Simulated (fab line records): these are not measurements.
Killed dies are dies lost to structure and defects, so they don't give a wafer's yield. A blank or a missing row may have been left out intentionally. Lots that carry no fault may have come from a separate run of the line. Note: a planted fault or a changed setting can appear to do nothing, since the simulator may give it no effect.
Lot-split experiment    flow n5Finfet    21 wafers read across 7 lots, on a route 1938 steps long

## ABOUT THE SPLIT
At N5_DUMMY_GATE_PECVD_30 (deposits SiO2 from TEOS/O2, target thk 55 nm, time 10.8 s), the setting timeS was moved away from the recipe's 10.8 s on 4 of the 21 wafers read, by -3.8% to +12.0%. For the rest of the wafers, this setting stayed at what the recipe calls for.

## FROM THE SPLIT TO THE READING: what the file shows between them, 6 steps
- N5_DUMMY_GATE_COAT_34: time 60 s, resist thk 60 nm
- N5_DUMMY_GATE_COAT_35: time 60 s, resist thk 10 nm
- N5_DUMMY_GATE_ETCH_31: etches SiO2 in C4F6/O2, target depth 82.5 nm, time 27.5 s
- N5_DUMMY_GATE_STRIP_41: strips in O2
- N5_DUMMY_GATE_HM_OPEN_21: chemistry CH3F/O2, target SiNx, target depth 120 nm, time 171.4 s
- N5_DUMMY_GATE_ETCH_32: etches SiO2 in CF4, target depth 3.5 nm, time 3.9 s

## THE READING
SiO2_of_DUMMY_GATE_PECVD_30.thkNm (the simulator's own value, which no gauge read), in nm, at N5_DUMMY_GATE_ETCH_23 (etches poly-Si in HBr/Cl2/O2, target depth 41 nm, time 22.3 s). No usual value for it is given in the file. Average 39.2 nm, standard deviation 0.82 nm, over the 17 wafers here run with the recipe.

wafer   tool, chamber at the split  timeS as run, s  against the recipe  SiO2_of_DUMMY_GATE_PECVD_30.thkNm, nm  against lot-mates on the recipe
L076.1  pecvd-04, 0                 10.8             recipe              38.8                                   -
L076.2  pecvd-04, 2                 10.8             recipe              39.4                                   -
L076.3  pecvd-04, 1                 11.94            +10.6%              45.2                                   +6.1
L078.4  pecvd-04, 2                 10.8             recipe              39.8                                   -
L078.5  pecvd-04, 0                 11.76            +8.9%               42.6                                   +3.1
L078.6  pecvd-04, 1                 10.8             recipe              39.2                                   -
L082.3  pecvd-04, 1                 10.8             recipe              38.6                                   -
L082.5  pecvd-04, 1                 10.8             recipe              39.2                                   -
L082.6  pecvd-04, 2                 10.8             recipe              39.8                                   -
L085.2  pecvd-02, 0                 12.1             +12.0%              46                                     +5.5
L085.3  pecvd-02, 1                 10.8             recipe              39.8                                   -
L085.4  pecvd-02, 0                 10.8             recipe              41.2                                   -
L086.2  pecvd-03, 0                 10.8             recipe              37.8                                   -
L086.5  pecvd-03, 2                 10.8             recipe              38.2                                   -
L086.6  pecvd-03, 0                 10.8             recipe              39                                     -
L089.1  pecvd-04, 2                 10.8             recipe              39                                     -
L089.2  pecvd-04, 0                 10.8             recipe              38.2                                   -
L089.4  pecvd-04, 2                 10.8             recipe              40.2                                   -
L091.1  pecvd-04, 1                 10.8             recipe              39.8                                   -
L091.3  pecvd-04, 2                 10.8             recipe              38.6                                   -
L091.4  pecvd-04, 2                 10.39            -3.8%               38.2                                   -1.0

THE FIT
A straight line over all 21 wafers: SiO2_of_DUMMY_GATE_PECVD_30.thkNm changes by +0.507 nm for each +1% of timeS; r = +0.92; the points scatter about the line by 0.87 nm.
The same after taking each lot's own level away (the mean of its wafers on the recipe; 21 wafers): +0.459 nm for each +1%; r = +0.94; scatter 0.67 nm.
The reading moves by 5.5 nm for the largest change in timeS, on that fit.
Across the lots, their own levels run from 38.33 to 40.50 nm, a range of 2.6 times the standard deviation given above.
Hence the slope depends on the lot-to-lot level, as the two fits are not the same.
Check: +5.63 nm against its lot-mates is what the line predicts for one of the wafers moved furthest among these (+12.0%) when that wafer is left out of the fit. It came out at +5.5 nm against them.

## THE OTHER SPLITS THESE WAFERS WENT THROUGH
Before the reading, these wafers also passed through other splits. Each is held against what the fit with the lots' levels taken away leaves over:
other split on the same wafers  wafers away from the commonest value  r with SiO2_of_DUMMY_GATE_PECVD_30.thkNm (lot level and that fit taken away)
N5_WELL_APT_EXPOSE_22 doseMj    9                                     -0.26
N5_WELL_APT_PEB_23 pebTempC     6                                     +0.01
N5_FIN_SAQP_HM_DEP_72 timeS     3                                     -0.05
N5_FIN_SAQP_COAT_49 spinRpm     10                                    +0.32
N5_DUMMY_GATE_CVD_03 tempC      12                                    +0.06

## THE WHOLE CHAIN: every reading that the file lists as answering this split, in the file's order
step                      what it does                                                       reading                                                                             change (the file's fit)                r (the file's)
N5_DUMMY_GATE_PECVD_30    deposits SiO2 from TEOS/O2, target thk 55 nm, time 10.8 s          SiO2_of_DUMMY_GATE_PECVD_30.thkNm (the simulator's own value, which no gauge read)  +0.478 nm for each +1% of the setting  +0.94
N5_DUMMY_GATE_HM_OPEN_21  chemistry CH3F/O2, target SiNx, target depth 120 nm, time 171.4 s  SiO2_of_DUMMY_GATE_PECVD_30.thkNm (the simulator's own value, which no gauge read)  +0.467 nm for each +1% of the setting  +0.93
N5_DUMMY_GATE_ETCH_23     etches poly-Si in HBr/Cl2/O2, target depth 41 nm, time 22.3 s      SiO2_of_DUMMY_GATE_PECVD_30.thkNm (the simulator's own value, which no gauge read)  +0.463 nm for each +1% of the setting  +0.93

## THE FILE'S OWN FIT
SiO2_of_DUMMY_GATE_PECVD_30.thkNm changes by +0.463 nm for each +1% of timeS, r = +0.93.
